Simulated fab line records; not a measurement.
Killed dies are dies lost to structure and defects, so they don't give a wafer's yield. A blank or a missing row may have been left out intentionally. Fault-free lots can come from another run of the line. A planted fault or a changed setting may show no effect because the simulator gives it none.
Struck lot and sound lot, side by side    flow nandHarc    25 out of 1302 route steps
Sound: the wafers L805.2, L805.4, L805.6. Struck: wafers L790.2, L790.3, L790.4. The cause is named last.
At each step with rows: each side's tool, then ch and its chambers, then its first start. Under that, the readings that differ: sound wafers    struck wafers    difference of the means    sigmas: that difference in standard deviations of wafers without a fault.
alike: readings with means less than 2 such deviations apart, plus words and numbers identical on both sides. not compared: withheld readings, readings lacking a value on some wafer, bounds such as >300 that could conceal the same value, and numbers that have no deviation in the record and whose values overlap.
A row with sigmas, a row that says differs or no value, or rows on one side alone: a step with any of these is where the two part. Non-overlapping numbers with no deviation appear without sigmas and do not part them. A reading missing from all wafers of one side parts the sides only when that side holds two or more wafers.

first, 8 steps without rows for these wafers: NHARC_A_CHANNEL_HOLE_D2_DEVELOP_09 (develop time 35 s); NHARC_A_CHANNEL_HOLE_D2_DESCUM_15 (chemistry O2, time 3 s); NHARC_A_CHANNEL_HOLE_D2_ETCH_38 (etches the open film in CF4, target depth 39 nm, time 65 s); NHARC_A_CHANNEL_HOLE_D2_ETCH_39 (etches the open film in N2/H2, target depth 260 nm, time 325 s); NHARC_A_CHANNEL_HOLE_D2_ETCH_34 (etches the open film in CF4/CHF3, target depth 154 nm, time 77 s); NHARC_A_CHANNEL_HOLE_D2_ETCH_16 (etches the open film in O2/COS, target depth 3100 nm, time 806 s); NHARC_A_CHANNEL_HOLE_D2_ETCH_19 (etches the open film in C4F8/O2/Ar, time 34.5 s); NHARC_A_CHANNEL_HOLE_D2_ETCH_20 (etches the open film in C4F8/O2/Ar, time 361.9 s, target depth 1600 nm).
NHARC_A_CHANNEL_HOLE_D2_ETCH_21: etches the open film in C4F8/O2/Ar, time 514.3 s, target depth 1600 nm.
  sound on harEtch-01 ch 0,1, day 20 16:32; struck on harEtch-01 ch 0,1, day 13 22:06
  no value came back on the struck wafers for any of 6 readings (c4f8FlowSccm (sccm), chamberPressureMTorr (mTorr) and others); on the sound wafers c4f8FlowSccm (sccm) reads 89.27 89.60 88.92
  not compared: rfHoursCounterH
then, 9 steps without rows for these wafers: NHARC_A_CHANNEL_HOLE_D2_ETCH_22 (etches the open film in C4F8/O2/Ar, time 666.7 s, target depth 1600 nm); NHARC_A_CHANNEL_HOLE_D2_ETCH_23 (etches the open film in C4F8/O2/Ar, time 819 s, target depth 1600 nm); NHARC_A_CHANNEL_HOLE_D2_ETCH_24 (etches the open film in C4F8/O2/Ar, time 906.2 s, target depth 1500 nm); NHARC_A_CHANNEL_HOLE_D2_ETCH_25 (etches the open film in C4F8/O2/Ar, time 1040.2 s, target depth 1500 nm); NHARC_A_CHANNEL_HOLE_D2_ETCH_26 (etches the open film in C4F8/O2/Ar, time 224.1 s, target depth 300 nm); NHARC_A_CHANNEL_HOLE_D2_ETCH_27 (etches the open film in C4F8/O2/Ar, time 90 s, target depth 400 nm); NHARC_A_CHANNEL_HOLE_D2_STRIP_41 (strips in N2/H2); NHARC_A_CHANNEL_HOLE_D2_STRIP_42 (strips in CF4/CHF3); NHARC_A_CHANNEL_HOLE_D2_STRIP_43 (strips in O2/COS).
NHARC_A_CHANNEL_HOLE_D2_ETCH_44: etches the open film in CF4/O2, target depth 140 nm, overetch 14 nm, time 77 s.
  sound on rieDiel-04 ch 0,1, day 20 20:50; struck on rieDiel-04 ch 0,1,3, day 14 02:27
reading                            sound              struck             difference  sigmas
model.A_CHANNEL_HOLE_D2.cdNm (nm)  87.58 87.83 89.16  100.1 102.6 99.67  +12.6       
  alike: biasW, cf4FlowSccm, drypumpMotorCurrentA, mfcArSccm, oesProductAu, rfVppV, showerheadPlenumPTorr, throttleValvePct
  not compared: rfHoursCounterH
then, 3 steps without rows for these wafers: NHARC_A_CHANNEL_HOLE_D2_STRIP_28 (strips in O2); NHARC_A_CHANNEL_HOLE_D2_PRECLEAN_29 (cleans in SC1); NHARC_A_CHANNEL_HOLE_D2_SRD_30.
NHARC_A_CHANNEL_HOLE_D2_CD_MEAS_31:
  sound on cdSem-02 at day 20 21:39; struck on cdSem-01 at day 14 03:22
reading    sound           struck        difference  sigmas
cdNm (nm)  87.6 87.6 89.0  2.0 0.4 -0.3  -87.4       -49
NHARC_A_CHANNEL_HOLE_D2_XSEM_32:
  sound on xsem-01 ch 0, day 20 21:44; struck on xsem-01 ch 0, day 14 03:27
reading       sound           struck          difference  sigmas
botCdNm (nm)  71.3 71.7 72.6  1.1 0.3 0.0     -71.4       -40
bowNm (nm)    8.89 8.94 8.95  0.38 0.39 0.38  -8.54       -45
  alike: tiltDeg
-- jump in the record: it breaks off in module A_CHANNEL_HOLE_D2 and resumes in module END (first step shown: number 1302 of the route), and 12 days separate the struck wafers' starts before and after --
NHARC_END_SORT_01:
  sound on prober-01 ch 0, day 32 22:49; struck on prober-01 ch 0, day 25 18:24
reading        sound    struck       difference  sigmas
killedAtArray  98 101   674 673 673  +574        +27
killedDies     104 107  677 677 677  +572        +27
  alike: killedAtOther, killedAtPeriphery, killedOpen, killedShort

WHERE THEY PART
At NHARC_A_CHANNEL_HOLE_D2_ETCH_21 first; at NHARC_END_SORT_01 last (within this record only).

WHY: whatever the simulator had introduced
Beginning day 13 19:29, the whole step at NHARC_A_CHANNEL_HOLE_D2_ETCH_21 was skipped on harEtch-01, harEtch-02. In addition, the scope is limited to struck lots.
